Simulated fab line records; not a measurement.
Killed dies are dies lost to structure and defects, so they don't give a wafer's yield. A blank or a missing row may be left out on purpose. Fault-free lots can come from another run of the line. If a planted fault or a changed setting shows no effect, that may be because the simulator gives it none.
fab line records	flow nand_harc
record: lots: 6	wafers: 18	last_day: 33
route steps=1302 shown A_CONTACT@1036
lots that met no fault: from a run of the same line without faults
start_h: start of the lot's first displayed wafer, in hours after the record's first day	wait_h: how many hours have passed since the lot's step before this one	" as in the row above	L1.1+2: one row covering several wafers at once	- value missing, or start not given	* or withheld: withheld	< > ~ a bound
route shown NAME@n: names a module that has steps shown in the file, with the first one's number in the route	usual: mean and standard deviation over wafers with no fault	same: alike in all rows	chamber/n: place in a boat	sites: each site's reading	_std_site: how widely they spread, as a standard deviation	_edge_site: mean of outer sites minus mean of inner sites	radius_mm: for every site, how far away it sits from the centre of the wafer	mask NAME#n: copy n	behind: the last tool/chamber to shape the wafer	hold: the reason the lot was held/the length of the hold in hours/how it ended	device: names the non-switching transistor (n, p or np)	end of line: the tests these same wafers got at the end of their route	step lacking rows: just its recipe	killed: at the first sort, the dies lost to defects and structure; wafer yield is something else	map: a wafer's dies, x killed, . not, _ none there
set.NAME: the setting as run; set.NAME@STEP: as run at that earlier step	model.NAME: the simulator's own value behind a step, which no gauge read
a table for each step, a row for each wafer; lots at some steps of the route
services: from which hour (start_h, from the record's first day; less than 0 if before it) a tool's chamber was out of use, for how many hours, and why
== steps ==
step: NHARC_A_CONTACT_EXPOSE_66
recipe: na: 1.35	sigma_outer: 0.8	dose_mj: 59.02	mask_id: A_CC_2
step: NHARC_A_CONTACT_PEB_67
recipe: peb_temp_c: 100	peb_time_s: 65
step: NHARC_A_CONTACT_DEVELOP_68
recipe: develop_time_s: 35	dev_temp_c: 23
step: NHARC_A_CONTACT_CD_MEAS_69
recipe: target_cd_nm: 300	landing_energy_ev: 500
usual: cd_nm: 299.9/0.4
lot.wafer	tool	chamber	start_h	wait_h	cd_nm
L396.1	cd_sem-02	0	537.25	-	300.2
L396.4	"	0	"	"	300.1
L396.6	"	0	"	"	300.2
L408.1	cd_sem-03	0	682.06	-	300.5
L408.3	"	0	"	"	300.1
L408.4	"	0	"	"	299.9
L404.4	cd_sem-02	0	684.64	-	299.9
L404.5	"	0	"	"	299.5
L404.6	"	0	"	"	300.1
L413.1	cd_sem-03	0	706.89	-	300.3
L413.3	"	0	"	"	299.8
L413.6	"	0	"	"	299.9
L412.1	cd_sem-01	0	716.66	-	299.3
L412.3	"	0	"	"	299.4
L412.6	"	0	"	"	298.8
L414.2	cd_sem-01	0	729.75	-	300.1
L414.3	"	0	"	"	300.1
L414.4	"	0	"	"	301.0
step: NHARC_A_CONTACT_OVL_MEAS_70
usual: overlay_x_nm: -0.3/0.82	overlay_y_nm: 0.0/0.72
lot.wafer	tool	chamber	start_h	wait_h	overlay_x_nm	overlay_y_nm
L396.1	overlay-02	-	537.34	-	0.8	0.4
L396.4	"	-	"	"	0.9	-0.1
L396.6	"	-	"	"	0.5	0.6
L408.1	overlay-02	-	682.17	-	1.0	0.3
L408.3	"	-	"	"	0.4	0.8
L408.4	"	-	"	"	0.9	0.7
L404.4	overlay-02	-	684.73	-	-0.2	-0.8
L404.5	"	-	"	"	-0.4	-0.1
L404.6	"	-	"	"	-0.5	-0.1
L413.1	overlay-01	-	706.98	-	0.8	-0.3
L413.3	"	-	"	"	0.8	-1.1
L413.6	"	-	"	"	0.5	-0.6
L412.1	overlay-02	-	716.75	-	-0.9	-0.3
L412.3	"	-	"	"	-1.1	-0.4
L412.6	"	-	"	"	-0.9	-0.8
L414.2	overlay-01	-	729.84	-	0.2	-1.0
L414.3	"	-	"	"	0.1	0.0
L414.4	"	-	"	"	0.1	-0.6
step: NHARC_A_CONTACT_INSPECT_71
usual: raw_defect_count: 73/37
lot.wafer	tool	chamber	start_h	wait_h	raw_defect_count
L396.1	defect_inspect-01	-	537.37	0.0	91
L396.4	"	-	"	"	120
L396.6	"	-	"	"	97
L408.1	defect_inspect-02	-	682.20	0.0	77
L408.3	"	-	"	"	75
L408.4	"	-	"	"	72
L404.4	defect_inspect-02	-	684.76	0.0	45
L404.5	"	-	"	"	77
L404.6	"	-	"	"	73
L413.1	defect_inspect-01	-	707.02	0.0	26
L413.3	"	-	"	"	20
L413.6	"	-	"	"	27
L412.1	defect_inspect-01	-	716.78	0.0	57
L412.3	"	-	"	"	77
L412.6	"	-	"	"	53
L414.2	defect_inspect-02	-	729.87	0.0	91
L414.3	"	-	"	"	94
L414.4	"	-	"	"	72
step: NHARC_A_CONTACT_DESCUM_74
recipe: time_s: 3	o2_flow_sccm: 200	ar_flow_sccm: 0	bias_power_w: 0	chemistry: O2
usual: drypump_motor_current_A: 5.8/0.45	oes_product_au: 1.001/0.0076	rf_vpp_V: 57.5/0.82	showerhead_plenum_p_Torr: 1.88/0.057	throttle_valve_pct: 11.311/0.0098
lot.wafer	tool	chamber	start_h	wait_h	drypump_motor_current_A	oes_product_au	rf_hours_counter_h	rf_vpp_V	showerhead_plenum_p_Torr	throttle_valve_pct
L396.1	rie_diel-12	0	537.48	0.1	5.8	1.008	14	57.9	1.94	11.311
L396.4	"	0	"	"	5.8	0.991	-	56.8	1.94	11.313
L396.6	"	1	"	"	6.2	1.008	-	56.9	1.92	11.303
L408.3	rie_diel-12	2	682.29	0.1	5.2	1.001	7	56.9	1.89	11.307
L408.4	"	3	"	"	5.8	1.011	8	57.1	1.77	11.323
L408.1	"	0	"	"	5.8	0.995	7	58.9	1.93	11.310
L404.4	rie_diel-12	2	684.82	0.1	5.2	1.000	8	57.3	1.89	11.327
L404.5	"	2	"	"	5.2	0.991	-	58.1	1.89	11.310
L404.6	"	3	"	"	5.8	0.999	-	57.0	1.77	11.293
L413.3	rie_diel-07	0	707.10	0.1	6.2	1.002	15	57.0	1.83	11.306
L413.1	"	1	"	"	5.7	0.992	14	57.5	1.89	11.327
L413.6	"	3	"	"	5.4	1.001	-	59.2	1.92	11.308
L412.3	rie_diel-07	3	716.85	0.1	5.4	1.004	20	57.7	1.92	11.312
L412.1	"	2	"	"	6.7	1.003	19	56.3	1.91	11.302
L412.6	"	0	"	"	6.2	1.012	-	58.0	1.83	11.314
L414.2	rie_diel-12	3	729.94	0.1	5.8	1.015	16	57.1	1.77	11.299
L414.3	"	0	"	"	5.8	0.994	16	58.8	1.93	11.290
L414.4	"	1	"	"	6.3	0.995	17	56.9	1.91	11.306
step: NHARC_A_CONTACT_ETCH_75
recipe: target_depth_a: 390	over_etch_frac: 0.3	time_s: 65	ion_energy_ev: 80	cf4_flow_sccm: 150	ar_flow_sccm: 0	rf_w: 300	bias_w: 100	chemistry: CF4
step: NHARC_A_CONTACT_ETCH_76
recipe: target_depth_a: 2600	over_etch_frac: 0.3	time_s: 475.3	ion_energy_ev: 200	n2_flow_sccm: 150	h2_flow_sccm: 150	ar_flow_sccm: 0	rf_w: 400	bias_w: 150	chemistry: N2/H2
usual: bias_w: 150.0/0.46	chamber_pressure_mTorr: 30.002/0.027	drypump_motor_current_A: 5.9/0.45	oes_product_au: 1.000/0.0071	rf_vpp_V: 429.5/1.9	showerhead_plenum_p_Torr: 2.01/0.059	throttle_valve_pct: 14.172/0.0097
lot.wafer	tool	chamber	start_h	wait_h	bias_w	chamber_pressure_mTorr	drypump_motor_current_A	oes_product_au	rf_hours_counter_h	rf_vpp_V	showerhead_plenum_p_Torr	throttle_valve_pct
L396.1	rie_diel-12	3	-	-	150.3	29.997	5.8	1.007	15	425.3	1.89	14.171
L396.4	"	0	"	"	151.0	30.043	5.8	0.997	-	431.6	2.07	14.184
L396.6	"	1	"	"	150.2	30.011	6.3	1.005	-	429.1	2.05	14.190
L408.3	rie_diel-12	0	-	-	149.4	29.936	5.8	0.986	7	431.8	2.06	14.171
L408.4	"	1	"	"	150.2	29.979	6.3	1.002	7	430.8	2.04	14.161
L408.1	"	2	"	"	150.2	30.060	5.2	0.991	8	429.5	2.01	14.171
L404.4	rie_diel-12	0	-	-	149.2	29.993	5.8	0.993	8	431.6	2.06	14.151
L404.5	"	1	"	"	149.8	30.020	6.3	0.997	-	430.3	2.04	14.182
L404.6	"	2	"	"	149.9	30.021	5.2	0.989	-	429.7	2.01	14.166
L413.3	rie_diel-07	2	-	-	149.9	30.024	6.7	1.002	15	432.4	2.04	14.165
L413.1	"	0	"	"	149.6	29.965	6.2	1.013	16	429.3	1.95	14.156
L413.6	"	1	"	"	149.9	29.966	5.7	0.992	-	428.3	2.01	14.173
L412.3	rie_diel-07	2	-	-	149.5	30.045	6.7	0.988	19	431.3	2.04	14.168
L412.1	"	1	"	"	149.8	29.976	5.7	0.991	19	429.4	2.01	14.174
L412.6	"	2	"	"	150.4	30.029	6.7	1.002	-	431.5	2.04	14.169
L414.3	rie_diel-12	2	-	-	150.0	29.993	5.2	0.995	18	429.9	2.01	14.171
L414.2	"	3	"	"	149.9	29.995	5.8	1.001	17	425.0	1.88	14.181
L414.4	"	0	"	"	150.0	29.992	5.8	0.985	16	431.7	2.06	14.177
step: NHARC_A_CONTACT_ETCH_77
recipe: target_depth_a: 1089	time_s: 54.5	cf4_flow_sccm: 100	chf3_flow_sccm: 30	ar_flow_sccm: 0	rf_w: 500	bias_w: 200	chemistry: CF4/CHF3
usual: bias_w: 200.0/0.63	cf4_flow_sccm: 100.0/0.31	drypump_motor_current_A: 5.9/0.43	oes_product_au: 0.940/0.022	rf_vpp_V: 369.8/1.7	showerhead_plenum_p_Torr: 1.55/0.043	throttle_valve_pct: 16.802/0.0094
lot.wafer	tool	chamber	start_h	wait_h	bias_w	cf4_flow_sccm	drypump_motor_current_A	oes_product_au	rf_hours_counter_h	rf_vpp_V	showerhead_plenum_p_Torr	throttle_valve_pct
L396.1	rie_diel-12	0	-	-	200.5	100.1	5.8	0.937	15	370.6	1.59	16.792
L396.6	"	3	"	"	199.6	99.7	5.8	0.941	-	368.9	1.47	16.809
L396.4	"	0	"	"	199.6	100.2	5.8	0.925	-	371.6	1.59	16.817
L408.1	rie_diel-12	2	-	-	200.0	99.8	5.2	0.922	8	369.5	1.55	16.802
L408.4	"	3	"	"	200.2	100.2	5.8	0.944	8	367.0	1.46	16.809
L408.3	"	0	"	"	200.1	100.3	5.8	0.931	8	370.1	1.59	16.790
L404.4	rie_diel-12	2	-	-	200.2	100.3	5.2	0.963	9	370.0	1.55	16.796
L404.6	"	0	"	"	199.7	100.0	5.8	0.913	-	372.7	1.59	16.809
L404.5	"	1	"	"	198.9	100.2	6.3	0.926	-	369.7	1.57	16.796
L413.1	rie_diel-07	2	-	-	200.5	99.8	6.7	0.937	16	369.6	1.58	16.800
L413.3	"	3	"	"	201.1	100.0	5.3	0.943	16	370.8	1.58	16.772
L413.6	"	2	"	"	200.0	99.8	6.7	0.926	-	371.7	1.58	16.799
L412.3	rie_diel-07	3	-	-	198.1	99.8	5.3	0.931	21	371.2	1.57	16.820
L412.1	"	2	"	"	200.3	99.5	6.7	0.929	20	369.7	1.57	16.795
L412.6	"	3	"	"	200.7	100.1	5.3	0.928	-	371.6	1.58	16.805
L414.2	rie_diel-12	3	-	-	199.1	100.2	5.8	0.932	17	366.0	1.46	16.814
L414.3	"	0	"	"	201.5	100.0	5.8	0.921	16	371.3	1.59	16.810
L414.4	"	1	"	"	199.9	99.6	6.2	0.914	17	370.8	1.57	16.813
step: NHARC_A_CONTACT_ETCH_78
recipe: target_depth_a: 53000	over_etch_frac: 0.3	time_s: 1378	ion_energy_ev: 150	o2_flow_sccm: 400	cos_flow_sccm: 20	ar_flow_sccm: 0	rf_w: 500	bias_w: 300	chemistry: O2/COS
usual: bias_w: 300.0/0.93	chamber_pressure_mTorr: 19.999/0.018	drypump_motor_current_A: 5.9/0.42	oes_product_au: 1.000/0.0073	rf_vpp_V: 313.4/1.5	showerhead_plenum_p_Torr: 3.07/0.086	throttle_valve_pct: 28.331/0.0093
lot.wafer	tool	chamber	start_h	wait_h	bias_w	chamber_pressure_mTorr	drypump_motor_current_A	oes_product_au	rf_hours_counter_h	rf_vpp_V	showerhead_plenum_p_Torr	throttle_valve_pct
L396.1	rie_diel-12	0	-	-	299.9	20.014	5.8	0.997	16	314.4	3.16	28.325
L396.6	"	1	"	"	302.0	20.015	6.2	1.011	-	314.4	3.13	28.323
L396.4	"	0	"	"	300.6	20.020	5.8	1.002	-	316.1	3.16	28.339
L408.4	rie_diel-12	1	-	-	298.7	20.005	6.3	1.010	8	314.5	3.12	28.346
L408.1	"	2	"	"	300.6	19.975	5.2	1.002	8	312.7	3.08	28.324
L408.3	"	0	"	"	299.8	19.990	5.8	1.009	8	314.4	3.15	28.318
L404.4	rie_diel-12	1	-	-	300.6	19.995	6.3	1.014	9	314.7	3.12	28.328
L404.6	"	2	"	"	301.1	20.023	5.2	0.997	-	313.9	3.08	28.333
L404.5	"	3	"	"	299.6	20.003	5.8	1.007	-	310.8	2.90	28.324
L413.1	rie_diel-07	2	-	-	299.1	20.000	6.7	0.996	16	315.0	3.12	28.322
L413.3	"	3	"	"	299.1	20.005	5.4	0.991	17	315.3	3.13	28.329
L413.6	"	2	"	"	300.9	19.985	6.6	0.990	-	314.6	3.12	28.336
L412.3	rie_diel-07	3	-	-	300.1	20.009	5.3	1.003	21	315.5	3.12	28.346
L412.1	"	2	"	"	299.4	20.019	6.6	1.000	20	314.1	3.12	28.338
L412.6	"	3	"	"	302.0	19.996	5.3	0.998	-	314.8	3.12	28.321
L414.4	rie_diel-12	0	-	-	302.1	20.022	5.8	0.989	16	313.9	3.15	28.331
L414.3	"	2	"	"	300.0	19.974	5.2	0.999	18	313.8	3.07	28.346
L414.2	"	3	"	"	298.8	20.016	5.8	1.005	17	311.3	2.90	28.340
step: NHARC_A_CONTACT_ETCH_124
recipe: source_w: withheld	pressure_mtorr: 20	bias_v: withheld	time_s: 140	target_depth_a: 7000	ar_flow_sccm: withheld	c4f8_flow_sccm: withheld	o2_flow_sccm: withheld	chemistry: C4F8/O2/Ar
step: NHARC_A_CONTACT_ETCH_125
recipe: source_w: withheld	pressure_mtorr: 20	bias_v: 3000	time_s: 197	target_depth_a: 19180	ar_flow_sccm: withheld	c4f8_flow_sccm: withheld	o2_flow_sccm: withheld	chemistry: C4F8/O2/Ar
usual: chamber_pressure_mTorr: 20.004/0.019	oes_air_line_au: 0.999/0.022
lot.wafer	tool	chamber	start_h	wait_h	chamber_pressure_mTorr	oes_air_line_au	rf_hours_counter_h
L396.1	har_cap_etch-02	0	540.94	0.2	19.984	0.992	92
L396.4	"	0	"	"	20.018	0.999	-
L396.6	"	0	"	"	20.030	0.965	-
L408.1	har_cap_etch-01	0	684.06	0.2	-	-	-
L408.3	"	1	"	"	-	-	-
L408.4	"	0	"	"	-	-	-
L404.4	har_cap_etch-03	0	686.64	0.2	-	-	-
L404.6	"	1	"	"	-	-	-
L404.5	"	0	"	"	-	-	-
L413.1	har_cap_etch-02	1	709.20	0.2	20.016	1.001	120
L413.3	"	1	"	"	20.003	1.016	-
L413.6	"	0	"	"	20.003	1.012	-
L412.1	har_cap_etch-03	0	718.64	0.2	20.005	0.979	81
L412.3	"	0	"	"	19.984	0.998	-
L412.6	"	0	"	"	20.000	0.984	-
L414.2	har_cap_etch-02	1	731.69	0.2	19.987	1.010	126
L414.4	"	1	"	"	19.998	1.043	-
L414.3	"	0	"	"	20.010	0.991	-
step: NHARC_A_CONTACT_ETCH_126
recipe: source_w: withheld	pressure_mtorr: 20	bias_v: 3000	time_s: 197	target_depth_a: 19180	ar_flow_sccm: withheld	c4f8_flow_sccm: withheld	o2_flow_sccm: withheld	chemistry: C4F8/O2/Ar
usual: chamber_pressure_mTorr: 19.998/0.017	oes_air_line_au: 0.999/0.022
lot.wafer	tool	chamber	start_h	wait_h	chamber_pressure_mTorr	oes_air_line_au	rf_hours_counter_h
L396.1	har_cap_etch-02	0	541.12	0.1	20.016	1.006	92
L396.4	"	0	"	"	19.954	1.019	-
L396.6	"	0	"	"	20.000	1.005	-
L408.1	har_cap_etch-01	0	684.23	0.1	19.990	0.975	28
L408.3	"	1	"	"	20.005	1.014	-
L408.4	"	0	"	"	19.992	1.006	-
L404.4	har_cap_etch-03	0	686.82	0.1	19.976	1.007	-
L404.6	"	1	"	"	19.989	1.036	-
L404.5	"	0	"	"	19.984	1.017	-
L413.1	har_cap_etch-02	1	709.38	0.1	19.999	1.007	120
L413.3	"	1	"	"	19.976	1.005	-
L413.6	"	0	"	"	20.005	0.978	-
L412.1	har_cap_etch-03	0	718.81	0.1	20.002	1.009	81
L412.3	"	0	"	"	19.983	1.026	-
L412.6	"	0	"	"	19.963	1.004	-
L414.2	har_cap_etch-02	1	731.86	0.1	20.010	0.999	126
L414.4	"	1	"	"	20.018	0.996	-
L414.3	"	0	"	"	20.030	0.965	-
== services ==
tool	chamber	start_h	hours	kind
rie_diel-12	0	527.94	-	clean
rie_diel-12	1	527.94	-	clean
rie_diel-12	2	527.94	-	clean
rie_diel-12	3	527.94	-	clean
rie_diel-12	2	531.48	8.4	repair
rie_diel-12	0	552.44	-	clean
rie_diel-12	1	552.44	-	clean
rie_diel-12	2	552.44	-	clean
rie_diel-12	3	552.44	-	clean
rie_diel-12	0	576.94	-	clean
rie_diel-12	1	576.94	-	clean
rie_diel-12	2	576.94	-	clean
rie_diel-12	3	576.94	-	clean
rie_diel-12	1	594.74	4.0	repair
rie_diel-12	0	601.44	-	clean
rie_diel-12	1	601.44	-	clean
rie_diel-12	2	601.44	-	clean
rie_diel-12	3	601.44	-	clean
rie_diel-12	2	608.01	8.6	repair
rie_diel-12	-	622.52	9.0	pm
rie_diel-12	0	622.52	9.0	vent_cycle
har_cap_etch-03	-	631.25	1.4	repair
rie_diel-07	-	649.81	9.0	pm
rie_diel-07	-	663.00	0.6	repair
== key ==
first_sign: step: NHARC_A_CONTACT_ETCH_125	reading: tool_record	direction: missing
effect none on later readings
met_at NHARC_A_CONTACT_ETCH_125
struck_wafers L404.4,L404.5,L404.6,L408.1,L408.3,L408.4
later_rows_left_out L404.4,L404.5,L404.6,L408.1,L408.3,L408.4
sort_left_out L404.4,L404.5,L404.6,L408.1,L408.3,L408.4
tester_left_out L404,L408
fault: kind: skipped_step_whole	tool: har_cap_etch-01,har_cap_etch-03	chamber: -	onset_h: 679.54	steps: NHARC_A_CONTACT_ETCH_125	scope: struck_lots_only
tester_left_out: of these lots the tester's yield and bins aren't shown, on N5 and GAA mostly nor the transistor test; their killed dies are dies lost to structure and defects alone, not to doping, threshold or leakage, so they don't give the yield
sort_left_out: the simulated sort isn't trusted on such a fault, so these wafers' sort isn't shown, and their yield isn't known
later_rows_left_out: the simulator's readings of these wafers behind a module that went badly wrong aren't trusted and aren't shown, but for the sort
